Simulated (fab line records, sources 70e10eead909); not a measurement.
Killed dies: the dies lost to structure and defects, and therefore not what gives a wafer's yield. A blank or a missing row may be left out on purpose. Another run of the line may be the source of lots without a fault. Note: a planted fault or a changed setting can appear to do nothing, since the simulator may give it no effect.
fab line records	flow nandHarc
record: lots: 24	wafers: 72	lastDay: 34
route steps=1302 shown A_CHANNEL_HOLE_D2@570 A_CHANNEL_FILL_D2@637 A_STAIRCASE@653
lots untouched by any fault: they come from a run of this same line in which no faults occurred
startH: the number of hours between the record's first day and the start of the first shown wafer of the lot	waitH: time in hours since the lot's previous step	" the same as in the row above	L1.1+2: a row that stands for several wafers	- value missing, or start not given	* or withheld: withheld	< > ~ a bound
route shown NAME@n: NAME is a module with steps in the file, n the number in the route of the first one	usual: mean/standard deviation of fault-free wafers	same: alike in all rows	chamber/n: place in a boat	sites: the reading at each site	_std_site: their standard deviation	_edge_site: the outer-site mean with the inner-site mean subtracted	radiusMm: how far each site lies from the wafer's centre	mask NAME#n: copy n	behind: the last tool/chamber to shape the wafer	hold: what put the lot on hold/how long, in hours/how the hold closed	device: transistor that didn't switch, given as n, p or np	end of line: the same wafers' tests at the end of the route	where a step has no rows: the recipe by itself	killed: dies lost to structure and defects at the first sort, not the wafer's yield	map: per-die view of a wafer (x killed, . not killed, _ where there is no die)
set.NAME: setting as actually run; set.NAME@STEP: the setting as run at that earlier step	model.NAME: the simulator's own value behind a step, which no gauge read
steps of the route over a sample of lots; a table a step, a row a wafer
services: from which hour (startH, from the record's first day; less than 0 if before it) a tool's chamber was out of use, for how many hours, and why
== steps ==
step: NHARC_A_CHANNEL_HOLE_D2_DEP_00
recipe: targetThkA: 31000	tempC: 400	material: aC
usual: throttleValvePct: 35.001/0.0097
lot.wafer	tool	chamber	startH	waitH	throttleValvePct
L074.2	aclDep-01	0	287.84	0.4	34.992
L074.4	"	0	"	"	35.039
L074.5	"	0	"	"	34.992
L075.2	aclDep-01	0	302.07	1.9	34.997
L075.3	"	0	"	"	35.002
L075.5	"	0	"	"	34.988
L076.1	aclDep-02	0	317.06	7.3	34.993
L076.2	"	0	"	"	34.996
L076.4	"	0	"	"	35.003
L077.2	aclDep-01	0	320.71	2.4	35.000
L077.4	"	0	"	"	35.004
L077.6	"	0	"	"	34.995
L078.2	aclDep-01	0	334.75	0.4	35.002
L078.3	"	0	"	"	35.000
L078.6	"	0	"	"	35.005
L080.3	aclDep-03	0	354.62	5.2	34.981
L080.4	"	0	"	"	35.014
L080.6	"	0	"	"	34.981
L079.2	aclDep-02	0	354.63	5.1	35.015
L079.4	"	0	"	"	35.014
L079.6	"	0	"	"	34.987
L081.1	aclDep-03	0	365.34	0.5	34.993
L081.5	"	0	366.59	1.8	34.997
L081.6	"	0	"	"	35.009
L082.2	aclDep-03	0	373.55	2.1	35.005
L082.5	"	0	"	"	34.998
L082.6	"	0	"	"	34.998
L083.1	aclDep-02	0	382.56	4.0	35.011
L083.4	"	0	"	"	35.000
L083.6	"	0	"	"	34.996
L085.2	aclDep-01	0	394.30	0.4	35.013
L085.3	"	0	"	"	35.012
L085.5	"	0	"	"	35.010
L084.4	aclDep-03	0	394.79	1.0	35.008
L084.5	"	0	"	"	34.992
L084.6	"	0	"	"	35.002
L086.2	aclDep-02	0	412.79	0.4	35.010
L086.3	"	0	"	"	35.010
L086.6	"	0	"	"	35.002
L087.3	aclDep-01	0	412.96	0.7	35.017
L087.5	"	0	"	"	34.998
L087.6	"	0	"	"	34.998
L088.3	aclDep-03	0	436.04	0.7	34.995
L088.4	"	0	"	"	34.995
L088.6	"	0	"	"	34.998
L090.1	aclDep-02	0	450.68	0.1	35.019
L090.2	"	0	"	"	34.989
L090.6	"	0	452.25	1.6	34.991
L089.2	aclDep-01	0	450.85	0.4	34.996
L089.3	"	0	"	"	35.007
L089.6	"	0	"	"	34.989
L091.2	aclDep-03	0	468.77	0.4	34.985
L091.3	"	0	"	"	35.009
L091.6	"	0	"	"	34.998
L092.1	aclDep-01	0	469.21	0.8	35.003
L092.2	"	0	"	"	35.007
L092.6	"	0	470.82	2.4	35.003
L093.2	aclDep-03	0	478.77	0.4	35.007
L093.3	"	0	"	"	34.988
L093.4	"	0	"	"	35.013
L094.1	aclDep-03	0	511.92	2.8	35.014
L094.2	"	0	"	"	34.997
L094.5	"	0	"	"	35.006
L095.1	aclDep-01	0	512.46	3.3	34.998
L095.2	"	0	"	"	35.010
L095.5	"	0	"	"	35.019
L096.1	aclDep-03	0	517.18	0.1	34.991
L096.3	"	0	"	"	34.993
L096.4	"	0	"	"	35.002
L097.2	aclDep-01	0	533.27	1.1	34.999
L097.5	"	0	"	"	35.014
L097.6	"	0	"	"	35.011
step: NHARC_A_CHANNEL_HOLE_D2_OVL_MEAS_11
usual: overlayXNm: -0.2/0.84	overlayYNm: -0.1/0.76
lot.wafer	tool	chamber	startH	waitH	overlayXNm	overlayYNm
L074.2	overlay-01	-	290.25	-	0.1	-0.6
L074.4	"	-	"	"	-0.2	-0.3
L074.5	"	-	"	"	0.4	-0.2
L075.2	overlay-02	-	304.32	-	-1.3	-0.8
L075.3	"	-	"	"	-1.3	-1.0
L075.5	"	-	"	"	-1.3	-0.2
L076.1	overlay-01	-	320.00	-	0.3	-0.1
L076.2	"	-	"	"	0.4	0.3
L076.4	"	-	"	"	0.1	0.9
L077.2	overlay-01	-	322.98	-	0.6	0.9
L077.4	"	-	"	"	0.9	0.3
L077.6	"	-	"	"	1.2	1.1
L078.2	overlay-01	-	337.19	-	1.3	0.5
L078.3	"	-	"	"	1.8	-0.2
L078.6	"	-	"	"	0.8	-0.1
L080.3	overlay-02	-	356.59	-	-1.4	1.2
L080.4	"	-	"	"	-1.3	0.8
L080.6	"	-	"	"	-0.8	1.1
L079.2	overlay-01	-	357.04	-	-0.6	1.3
L079.4	"	-	"	"	0.3	1.5
L079.6	"	-	"	"	-0.3	1.3
L081.1	overlay-01	-	367.94	-	0.8	-0.7
L081.5	"	-	"	"	0.3	-1.1
L081.6	"	-	"	"	0.3	-1.0
L082.2	overlay-01	-	375.95	-	0.1	-0.8
L082.5	"	-	"	"	0.3	-0.8
L082.6	"	-	"	"	0.3	-1.3
L083.1	overlay-01	-	385.29	-	-0.1	0.8
L083.4	"	-	"	"	-1.3	1.0
L083.6	"	-	"	"	-0.8	0.4
L084.4	overlay-02	-	396.56	-	-1.3	-2.0
L084.5	"	-	"	"	-1.5	-2.2
L084.6	"	-	"	"	-1.2	-1.9
L085.2	overlay-01	-	396.73	-	0.6	-0.2
L085.3	"	-	"	"	0.2	-0.5
L085.5	"	-	"	"	0.1	-0.4
L087.3	overlay-01	-	415.10	-	0.3	-0.7
L087.5	"	-	"	"	-0.2	-0.9
L087.6	"	-	"	"	-0.2	-0.7
L086.2	overlay-02	-	415.25	-	-1.7	-0.2
L086.3	"	-	"	"	-1.6	-0.2
L086.6	"	-	"	"	-1.8	-0.2
L088.3	overlay-01	-	438.02	-	-1.3	-1.3
L088.4	"	-	"	"	-1.3	-0.4
L088.6	"	-	"	"	-0.9	-0.6
L089.2	overlay-02	-	453.28	-	-1.2	0.2
L089.3	"	-	"	"	-1.2	-0.1
L089.6	"	-	"	"	-1.0	0.0
L090.1	overlay-02	-	453.46	-	-1.3	0.6
L090.2	"	-	"	"	-0.6	0.4
L090.6	"	-	"	"	-1.4	0.0
L091.2	overlay-01	-	471.19	-	1.0	1.0
L091.3	"	-	"	"	0.7	0.5
L091.6	"	-	"	"	1.0	0.6
L092.1	overlay-02	-	471.98	-	0.5	0.6
L092.2	"	-	"	"	0.4	0.5
L092.6	"	-	"	"	0.6	-0.2
L093.2	overlay-01	-	481.22	-	-0.6	-0.2
L093.3	"	-	"	"	0.1	0.5
L093.4	"	-	"	"	-0.1	0.6
L094.1	overlay-01	-	514.65	-	0.7	0.3
L094.2	"	-	"	"	1.2	0.8
L094.5	"	-	"	"	0.4	-0.1
L095.1	overlay-01	-	515.19	-	-0.3	-1.0
L095.2	"	-	"	"	-0.2	-0.5
L095.5	"	-	"	"	0.8	-1.3
L096.1	overlay-02	-	519.93	-	-0.4	0.0
L096.3	"	-	"	"	-0.6	0.3
L096.4	"	-	"	"	-0.7	-1.0
L097.2	overlay-01	-	535.72	-	0.4	0.1
L097.5	"	-	"	"	0.2	0.7
L097.6	"	-	"	"	0.1	-0.5
step: NHARC_A_CHANNEL_HOLE_D2_ETCH_39
recipe: targetDepthA: 2600	overEtchFrac: 0.3	timeS: 325	ionEnergyEv: 200	n2FlowSccm: 150	h2FlowSccm: 150	arFlowSccm: 0	rfW: 400	biasW: 150	chemistry: N2/H2
usual: drypumpMotorCurrentA: 5.4/0.39	h2FlowSccm: 150.0/0.42	oesProductAu: 0.999/0.011	rfVppV: 431.3/1.8	showerheadPlenumPTorr: 2.07/0.059	throttleValvePct: 14.170/0.0089
lot.wafer	tool	chamber	startH	waitH	drypumpMotorCurrentA	h2FlowSccm	oesProductAu	rfHoursCounterH	rfVppV	showerheadPlenumPTorr	throttleValvePct
L074.2	rieDiel-01	2	-	-	5.8	150.4	1.002	3.7	433.6	2.14	14.178
L074.4	"	3	"	"	5.6	150.2	0.989	3.6	429.2	2.02	14.151
L074.5	"	1	"	"	5.3	150.2	1.006	-	429.7	2.01	14.174
L075.3	rieDiel-12	2	-	-	4.9	150.1	1.001	0.9	431.5	2.08	14.165
L075.2	"	3	"	"	5.1	150.0	1.006	1.0	432.7	2.10	14.173
L075.5	"	2	"	"	4.9	150.2	0.995	-	431.3	2.08	14.172
L076.2	rieDiel-12	3	-	-	5.1	150.7	1.014	2.2	432.8	2.10	14.171
L076.1	"	1	"	"	6.0	149.8	0.995	2.3	431.1	2.04	14.158
L076.4	"	2	"	"	4.9	149.9	0.996	2.2	430.8	2.08	14.177
L077.2	rieDiel-08	0	-	-	5.5	150.4	1.017	9.4	424.8	1.90	14.169
L077.4	"	3	"	"	6.0	150.0	0.986	7.5	434.9	2.17	14.164
L077.6	"	0	"	"	5.5	150.3	1.007	-	426.6	1.90	14.165
L078.2	rieDiel-12	1	-	-	6.0	150.2	1.002	3.5	429.9	2.04	14.159
L078.3	"	3	"	"	5.1	150.4	1.015	3.3	432.9	2.10	14.173
L078.6	"	1	"	"	6.0	150.5	1.011	-	430.6	2.04	14.189
L080.3	rieDiel-01	2	-	-	5.9	150.2	0.990	6.6	433.2	2.14	14.170
L080.4	"	0	"	"	5.0	150.0	1.008	5.9	432.9	2.10	14.186
L080.6	"	1	"	"	5.3	150.1	1.009	-	429.6	2.01	14.171
L079.2	rieDiel-12	0	-	-	5.3	149.8	0.982	4.5	433.2	2.11	14.173
L079.4	"	3	"	"	5.1	150.9	1.002	4.2	432.5	2.10	14.173
L079.6	"	1	"	"	6.1	149.8	0.991	-	431.7	2.04	14.180
L081.1	rieDiel-01	0	-	-	5.0	150.4	1.011	6.6	432.6	2.10	14.167
L081.5	"	1	"	"	5.3	150.6	0.998	-	429.8	2.01	14.177
L081.6	"	2	"	"	5.9	149.7	0.993	-	433.2	2.14	14.171
L082.2	rieDiel-01	0	-	-	5.0	150.3	1.014	8.2	432.3	2.09	14.175
L082.6	"	0	"	"	5.0	150.7	1.021	-	433.3	2.09	14.158
L082.5	"	3	"	"	5.6	149.8	1.008	-	430.5	2.02	14.166
L083.1	rieDiel-12	3	-	-	5.2	150.8	1.015	5.6	432.3	2.10	14.186
L083.4	"	1	"	"	6.1	150.1	0.981	5.8	430.3	2.04	14.181
L083.6	"	3	"	"	5.1	150.9	1.013	-	431.6	2.10	14.163
L084.4	rieDiel-08	2	-	-	5.3	150.6	0.991	1.9	433.2	2.11	14.172
L084.5	"	1	"	"	5.1	149.9	0.997	-	430.1	1.97	14.165
L084.6	"	2	"	"	5.3	150.7	0.997	-	432.2	2.11	14.165
L085.3	rieDiel-12	2	-	-	4.9	150.4	0.991	6.1	432.0	2.07	14.152
L085.2	"	3	"	"	5.1	150.4	1.005	6.8	433.0	2.10	14.184
L085.5	"	2	"	"	4.9	150.2	1.000	-	431.6	2.07	14.160
L087.3	rieDiel-12	0	-	-	5.3	149.2	0.993	8.7	431.1	2.10	14.171
L087.5	"	1	"	"	6.1	149.8	0.977	-	429.9	2.04	14.173
L087.6	"	2	"	"	4.9	149.6	0.994	-	431.1	2.07	14.174
L086.2	rieDiel-01	3	-	-	5.6	150.2	1.002	0.3	430.1	2.02	14.171
L086.3	"	0	"	"	5.0	149.6	1.004	0.4	433.1	2.09	14.169
L086.6	"	2	"	"	5.9	149.6	0.993	-	434.5	2.14	14.154
L088.3	rieDiel-12	2	-	-	4.9	150.1	0.996	7.8	431.8	2.07	14.177
L088.4	"	0	"	"	5.3	149.5	0.975	9.6	432.4	2.10	14.169
L088.6	"	2	"	"	4.9	150.4	1.005	-	432.4	2.07	14.158
L089.2	rieDiel-01	3	-	-	5.6	149.2	0.998	1.9	428.3	2.02	14.174
L089.3	"	0	"	"	5.0	150.7	1.009	2.5	432.7	2.09	14.183
L089.6	"	0	"	"	5.0	149.9	1.016	-	432.7	2.09	14.176
L090.1	rieDiel-08	3	-	-	6.0	150.3	1.009	5.7	433.4	2.16	14.160
L090.2	"	0	"	"	5.5	149.6	1.015	4.8	428.3	1.90	14.168
L090.6	"	3	"	"	6.0	149.9	0.999	-	433.8	2.16	14.161
L091.3	rieDiel-12	1	-	-	6.1	149.6	0.992	0.8	432.3	2.04	14.166
L091.2	"	2	"	"	4.9	149.7	1.004	0.8	431.0	2.07	14.156
L091.6	"	0	"	"	5.3	150.8	0.976	-	431.9	2.10	14.157
L092.2	rieDiel-08	2	-	-	5.3	149.8	0.994	6.4	431.7	2.11	14.179
L092.1	"	3	"	"	6.1	149.7	0.999	7.3	433.7	2.16	14.168
L092.6	"	1	"	"	5.1	149.6	1.001	-	428.4	1.97	14.174
L093.2	rieDiel-12	2	-	-	4.9	149.5	1.008	1.6	430.6	2.07	14.179
L093.3	"	3	"	"	5.1	150.2	1.001	1.7	431.7	2.10	14.181
L093.4	"	0	"	"	5.3	150.9	0.987	1.0	432.3	2.10	14.164
L094.2	rieDiel-01	1	-	-	5.3	150.3	1.005	5.4	428.9	2.01	14.168
L094.1	"	2	"	"	5.9	150.3	0.996	5.1	433.8	2.14	14.173
L094.5	"	2	"	"	5.9	150.4	1.005	-	433.8	2.14	14.154
L095.2	rieDiel-08	1	-	-	5.1	150.0	1.000	8.3	429.5	1.97	14.167
L095.1	"	3	"	"	6.1	150.0	0.993	10.0	432.8	2.16	14.183
L095.5	"	2	"	"	5.3	150.1	0.974	-	430.8	2.11	14.172
L096.1	rieDiel-12	2	-	-	4.9	150.7	0.998	2.8	432.4	2.07	14.170
L096.4	"	3	"	"	5.1	150.0	1.003	2.8	433.2	2.09	14.174
L096.3	"	1	"	"	6.1	150.5	0.995	2.7	429.2	2.04	14.155
L097.2	rieDiel-12	2	-	-	4.8	149.4	1.003	3.6	431.4	2.07	14.192
L097.6	"	3	"	"	5.1	149.6	1.007	-	431.9	2.09	14.169
L097.5	"	2	"	"	4.9	150.5	1.014	-	431.3	2.07	14.164
step: NHARC_A_CHANNEL_HOLE_D2_ETCH_20
recipe: biasV: 3000	sourceW: withheld	pressureMtorr: 20	timeS: 361.9	arFlowSccm: 375	c4f8FlowSccm: 89.3	o2FlowSccm: 35.7	tempC: -20	targetDepthA: 16000	chemistry: C4F8/O2/Ar
usual: drypumpMotorCurrentA: 5.59/0.29	o2FlowSccm: 35.71/0.12	showerheadPlenumPTorr: 3.58/0.2	throttleValvePct: 32.155/0.01
lot.wafer	tool	chamber	startH	waitH	drypumpMotorCurrentA	o2FlowSccm	rfHoursCounterH	showerheadPlenumPTorr	throttleValvePct
L074.2	harEtch-01	1	293.14	0.1	5.48	35.57	153	3.48	32.154
L074.4	"	0	"	"	5.30	35.58	-	3.52	32.146
L074.5	"	1	"	"	5.49	35.62	-	3.48	32.149
L075.2	harEtch-02	0	308.37	0.1	6.10	35.71	348	3.53	32.151
L075.3	"	0	"	"	6.07	35.73	-	3.53	32.173
L075.5	"	0	"	"	6.08	35.65	-	3.53	32.149
L076.1	harEtch-02	0	321.51	0.2	6.07	35.70	359	3.53	32.158
L076.2	"	0	"	"	6.08	35.54	-	3.53	32.165
L076.4	"	0	"	"	6.07	35.67	-	3.53	32.158
L077.2	harEtch-01	0	324.37	0.1	5.30	35.47	172	3.51	32.157
L077.4	"	1	"	"	5.52	35.63	-	3.47	32.153
L077.6	"	1	"	"	5.50	35.63	-	3.47	32.146
L078.2	harEtch-02	0	338.66	0.1	6.08	35.70	371	3.52	32.143
L078.3	"	0	"	"	6.08	35.65	-	3.52	32.146
L078.6	"	1	"	"	5.56	35.88	-	3.45	32.167
L080.3	harEtch-02	1	361.81	0.2	5.57	35.99	-	3.44	32.160
L080.4	"	0	"	"	6.09	35.60	-	3.51	32.152
L080.6	"	1	"	"	5.58	35.87	-	3.44	32.163
L079.2	harEtch-01	0	362.50	0.1	5.29	35.71	191	3.50	32.135
L079.4	"	1	"	"	5.51	35.67	-	3.46	32.155
L079.6	"	0	"	"	5.28	35.94	-	3.50	32.160
L081.1	harEtch-01	1	369.40	0.1	5.53	35.64	195	3.46	32.163
L081.6	"	0	"	"	5.28	35.60	-	3.50	32.152
L081.5	"	1	"	"	5.50	35.68	-	3.46	32.159
L082.2	harEtch-01	0	377.95	0.1	5.30	35.72	203	3.49	32.156
L082.5	"	1	"	"	5.52	35.84	-	3.45	32.140
L082.6	"	0	"	"	5.30	35.67	-	3.49	32.154
L083.1	harEtch-01	1	390.54	0.1	5.52	35.85	214	3.45	32.163
L083.4	"	1	"	"	5.50	35.79	-	3.45	32.160
L083.6	"	0	"	"	5.30	35.62	-	3.49	32.168
L084.4	harEtch-02	0	398.60	0.2	6.08	35.76	-	3.93	32.167
L084.6	"	1	"	"	5.59	35.89	-	3.93	32.165
L084.5	"	0	"	"	6.08	35.68	-	3.93	32.146
L085.2	harEtch-01	1	398.82	0.1	5.52	35.91	222	3.44	32.172
L085.3	"	0	"	"	5.28	35.57	-	3.48	32.146
L085.5	"	1	"	"	5.53	35.78	-	3.44	32.149
L087.3	harEtch-01	1	416.59	0.2	5.51	35.70	-	3.44	32.138
L087.6	"	1	"	"	5.50	35.48	-	3.44	32.160
L087.5	"	0	"	"	5.28	35.67	-	3.48	32.154
L086.2	harEtch-02	1	416.64	0.1	5.58	35.75	15	3.92	32.145
L086.3	"	0	"	"	6.09	35.54	-	3.92	32.153
L086.6	"	0	"	"	6.06	35.63	-	3.92	32.138
L088.3	harEtch-02	1	439.51	0.2	5.59	35.74	-	3.92	32.129
L088.4	"	0	"	"	6.11	35.49	-	3.92	32.142
L088.6	"	1	"	"	5.58	35.75	-	3.92	32.161
L090.1	harEtch-01	1	454.89	0.1	5.52	35.73	249	3.43	32.161
L090.2	"	0	"	"	5.28	35.56	249	3.47	32.147
L090.6	"	1	"	"	5.50	35.72	-	3.43	32.153
L089.2	harEtch-02	1	455.00	0.1	5.58	35.73	34	3.91	32.157
L089.3	"	0	"	"	6.06	35.89	-	3.91	32.163
L089.6	"	0	"	"	6.05	35.78	-	3.91	32.169
L091.2	harEtch-01	1	472.63	0.1	5.50	35.75	260	3.42	32.175
L091.3	"	0	"	"	5.29	35.82	-	3.46	32.155
L091.6	"	1	"	"	5.52	35.80	-	3.42	32.168
L092.1	harEtch-02	1	473.38	0.1	5.59	35.74	46	3.91	32.162
L092.2	"	0	"	"	6.09	35.57	46	3.91	32.151
L092.6	"	0	"	"	6.06	35.90	-	3.91	32.147
L093.2	harEtch-01	0	484.41	0.1	5.27	35.83	271	3.46	32.153
L093.4	"	0	"	"	5.29	35.68	-	3.46	32.149
L093.3	"	1	"	"	5.52	35.77	-	3.42	32.156
L094.1	harEtch-01	1	516.04	0.1	5.52	35.81	283	3.41	32.172
L094.2	"	0	"	"	5.30	35.49	283	3.45	32.142
L094.5	"	0	"	"	5.30	35.50	-	3.45	32.153
L095.2	harEtch-02	0	518.08	0.1	6.08	35.71	69	3.89	32.147
L095.1	"	1	"	"	5.57	35.91	69	3.89	32.165
L095.5	"	1	"	"	5.57	35.81	-	3.89	32.145
L096.1	harEtch-01	0	521.37	0.1	5.27	35.71	287	3.45	32.162
L096.3	"	1	"	"	5.50	35.69	-	3.41	32.155
L096.4	"	0	"	"	5.29	35.54	-	3.45	32.135
L097.2	harEtch-01	0	538.69	0.1	5.31	35.84	298	3.44	32.162
L097.6	"	1	"	"	5.53	35.52	-	3.40	32.137
L097.5	"	0	"	"	5.29	35.76	-	3.44	32.163
step: NHARC_A_CHANNEL_FILL_D2_RTA_24
recipe: tempC: 1000	timeS: 5
usual: lampPowerPct: 33/3.6	lamp_zone_5_pct: 33/3.6	wafer_temp_C_max: 1005.8/1.2
lot.wafer	tool	chamber	startH	waitH	lampPowerPct	lamp_zone_5_pct	wafer_temp_C_max
L074.2	rtpAnneal-01	0	349.46	0.1	29	29	1004.8
L074.4	"	0	"	"	29	29	1005.0
L074.5	"	0	"	"	29	29	1004.6
L075.2	rtpAnneal-01	0	361.81	0.1	29	29	1003.7
L075.3	"	0	"	"	29	29	1005.2
L075.5	"	0	"	"	29	29	1005.8
L076.1	rtpAnneal-02	0	380.21	0.2	36	36	1005.1
L076.2	"	0	"	"	36	36	1004.7
L076.4	"	0	"	"	36	36	1005.8
L077.2	rtpAnneal-02	0	380.41	0.4	36	36	1005.3
L077.4	"	0	"	"	36	36	1007.1
L077.6	"	0	"	"	36	36	1006.6
L078.2	rtpAnneal-01	0	391.90	0.1	29	29	1005.4
L078.3	"	0	"	"	29	29	1004.4
L078.6	"	0	"	"	29	29	1005.2
L079.2	rtpAnneal-02	0	416.35	0.1	36	36	1007.0
L079.4	"	0	"	"	36	36	1007.2
L079.6	"	0	"	"	36	36	1006.6
L080.3	rtpAnneal-01	0	416.38	0.1	29	29	1005.4
L080.4	"	0	"	"	29	29	1005.2
L080.6	"	0	"	"	29	29	1004.6
L081.1	rtpAnneal-01	0	424.53	0.0	29	29	1004.5
L081.5	"	0	"	"	29	29	1005.6
L081.6	"	0	"	"	29	29	1005.9
L082.2	rtpAnneal-02	0	432.16	0.1	36	36	1005.9
L082.5	"	0	"	"	36	36	1005.7
L082.6	"	0	"	"	36	36	1007.1
L083.1	rtpAnneal-02	0	444.39	0.0	36	36	1007.3
L083.4	"	0	"	"	36	36	1009.0
L083.6	"	0	"	"	36	36	1009.1
L085.2	rtpAnneal-02	0	454.98	0.1	36	36	1006.2
L085.3	"	0	"	"	36	36	1009.0
L085.5	"	0	"	"	36	36	1006.5
L084.4	rtpAnneal-01	0	455.04	0.1	29	29	1006.1
L084.5	"	0	"	"	29	29	1005.6
L084.6	"	0	"	"	29	29	1004.9
L086.2	rtpAnneal-01	0	469.51	0.1	29	29	1004.9
L086.3	"	0	"	"	29	29	1004.7
L086.6	"	0	"	"	29	29	1006.1
L087.3	rtpAnneal-02	0	469.53	0.1	36	36	1005.2
L087.5	"	0	"	"	36	36	1006.1
L087.6	"	0	"	"	36	36	1005.4
L088.3	rtpAnneal-02	0	493.08	0.1	36	36	1006.2
L088.4	"	0	"	"	36	36	1006.2
L088.6	"	0	"	"	36	36	1004.9
L090.1	rtpAnneal-02	0	509.36	0.0	36	36	1008.0
L090.2	"	0	"	"	36	36	1006.7
L090.6	"	0	"	"	36	36	1006.2
L089.2	rtpAnneal-01	0	509.39	0.1	29	29	1005.4
L089.3	"	0	"	"	29	29	1006.7
L089.6	"	0	"	"	29	29	1004.8
L091.2	rtpAnneal-02	0	532.84	0.2	36	36	1004.8
L091.3	"	0	"	"	36	36	1005.3
L091.6	"	0	"	"	36	36	1006.6
L092.1	rtpAnneal-01	0	532.94	0.3	29	29	1005.6
L092.2	"	0	"	"	29	29	1005.5
L092.6	"	0	"	"	29	29	1006.5
L093.2	rtpAnneal-02	0	547.41	0.1	36	36	1005.8
L093.3	"	0	"	"	36	36	1005.7
L093.4	"	0	"	"	36	36	1006.6
L094.1	rtpAnneal-02	0	576.26	0.0	36	36	1005.0
L094.2	"	0	"	"	36	36	1008.7
L094.5	"	0	"	"	36	36	1007.7
L095.1	rtpAnneal-01	0	576.35	0.1	29	29	1005.0
L095.2	"	0	"	"	29	29	1002.7
L095.5	"	0	"	"	29	29	1003.2
L096.1	rtpAnneal-02	0	582.88	0.0	36	36	1005.8
L096.3	"	0	"	"	36	36	1006.4
L096.4	"	0	"	"	36	36	1006.6
L097.2	rtpAnneal-02	0	593.54	0.1	36	36	1007.9
L097.5	"	0	"	"	36	36	1006.3
L097.6	"	0	"	"	36	36	1008.4
step: NHARC_A_STAIRCASE_STRIP_171
recipe: powerW: 1500	tempC: 250	chemistry: O2
usual: drypumpMotorCurrentA: 5.7/0.4	heaterPowerW: 329/38
lot.wafer	tool	chamber	startH	waitH	drypumpMotorCurrentA	heaterPowerW	rfHoursCounterH
L074.2	plasmaAsher-02	1	351.18	-	5.4	380	19
L074.4	"	0	"	"	5.8	349	-
L074.5	"	0	"	"	5.8	348	-
L075.2	plasmaAsher-02	1	363.61	-	5.3	381	21
L075.3	"	1	"	"	5.3	380	-
L075.5	"	1	"	"	5.3	389	-
L076.1	plasmaAsher-02	1	381.66	-	5.3	391	24
L076.2	"	0	"	"	5.9	343	24
L076.4	"	0	"	"	5.8	347	-
L077.2	plasmaAsher-01	1	381.94	-	5.3	282	7
L077.4	"	0	"	"	6.3	316	-
L077.6	"	0	"	"	6.3	319	-
L078.2	plasmaAsher-01	0	393.35	-	6.3	321	9
L078.3	"	1	"	"	5.3	281	-
L078.6	"	1	"	"	5.3	281	-
L079.2	plasmaAsher-02	0	417.88	-	5.8	346	31
L079.4	"	0	"	"	5.8	341	-
L079.6	"	0	"	"	5.8	335	-
L080.4	plasmaAsher-01	0	418.14	-	6.3	321	-
L080.3	"	1	"	"	5.3	284	-
L080.6	"	1	"	"	5.3	281	-
L081.1	plasmaAsher-01	0	426.01	-	6.3	317	16
L081.5	"	1	"	"	5.3	286	-
L081.6	"	0	"	"	6.3	318	-
L082.2	plasmaAsher-01	0	433.92	-	6.2	315	19
L082.5	"	1	"	"	5.3	284	-
L082.6	"	0	"	"	6.3	327	-
L083.1	plasmaAsher-01	0	446.13	-	6.3	311	22
L083.4	"	0	"	"	6.3	309	-
L083.6	"	1	"	"	5.3	281	-
L084.4	plasmaAsher-02	0	456.66	-	5.8	335	-
L084.5	"	0	"	"	5.8	328	-
L084.6	"	1	"	"	5.4	404	-
L085.2	plasmaAsher-01	1	456.77	-	5.3	287	25
L085.3	"	1	"	"	5.3	287	-
L085.5	"	1	"	"	5.3	282	-
L087.3	plasmaAsher-01	1	471.22	-	5.3	286	-
L087.5	"	0	"	"	6.3	323	-
L087.6	"	1	"	"	5.3	283	-
L086.2	plasmaAsher-01	0	471.41	-	6.3	317	28
L086.3	"	0	"	"	6.3	316	-
L086.6	"	1	"	"	5.3	286	-
L088.3	plasmaAsher-02	0	494.55	-	5.8	324	-
L088.4	"	1	"	"	5.3	406	-
L088.6	"	1	"	"	5.3	404	-
L089.2	plasmaAsher-01	0	510.94	-	6.3	320	35
L089.3	"	1	"	"	5.3	283	-
L089.6	"	1	"	"	5.3	287	-
L090.2	plasmaAsher-02	1	511.09	-	5.4	395	16
L090.1	"	0	"	"	5.8	334	16
L090.6	"	0	"	"	5.8	331	-
L091.2	plasmaAsher-01	1	534.51	-	5.3	301	1
L091.3	"	0	"	"	6.3	315	-
L091.6	"	1	"	"	5.3	297	-
L092.2	plasmaAsher-02	1	534.57	-	5.4	402	21
L092.1	"	0	"	"	5.8	328	21
L092.6	"	1	"	"	5.4	402	-
L093.2	plasmaAsher-01	1	548.91	-	5.3	302	4
L093.3	"	0	"	"	6.3	314	-
L093.4	"	1	"	"	5.3	300	-
L094.2	plasmaAsher-02	0	577.82	-	5.8	331	30
L094.1	"	1	"	"	5.4	403	30
L094.5	"	0	"	"	5.9	337	-
L095.2	plasmaAsher-01	0	577.98	-	6.3	319	8
L095.1	"	1	"	"	5.3	298	8
L095.5	"	1	"	"	5.3	309	-
L096.1	plasmaAsher-01	1	584.56	-	5.3	299	9
L096.4	"	1	"	"	5.3	291	-
L096.3	"	0	"	"	6.3	313	-
L097.2	plasmaAsher-02	1	596.07	-	5.3	400	34
L097.6	"	1	"	"	5.4	409	-
L097.5	"	0	"	"	5.8	331	-
== services ==
tool	chamber	startH	hours	kind
rieDiel-12	3	263.90	6.3	repair
rieDiel-12	-	268.40	9.0	pm
aclDep-03	-	307.96	13.0	pm
rieDiel-12	2	331.56	6.1	repair
plasmaAsher-01	-	342.72	9.0	pm
plasmaAsher-02	-	357.30	3.5	repair
rieDiel-01	3	369.34	6.2	repair
aclDep-01	-	370.32	13.0	pm
rtpAnneal-01	-	372.00	12.0	pm
rieDiel-01	2	373.44	12.8	repair
harEtch-02	-	377.19	17.0	pm
rieDiel-12	1	403.12	3.2	repair
plasmaAsher-02	-	426.00	9.0	pm
rieDiel-12	-	445.40	9.0	pm
rieDiel-12	0	462.54	1.9	repair
aclDep-03	-	489.49	13.0	pm
rieDiel-12	3	507.01	6.8	repair
plasmaAsher-01	-	519.72	9.0	pm
harEtch-02	-	529.88	2.6	repair
rieDiel-12	1	534.77	12.9	repair
plasmaAsher-01	-	542.68	2.8	repair
aclDep-01	-	552.30	13.0	pm
rieDiel-12	2	559.51	8.0	repair
rieDiel-12	3	571.78	9.9	repair
== key ==
fault none
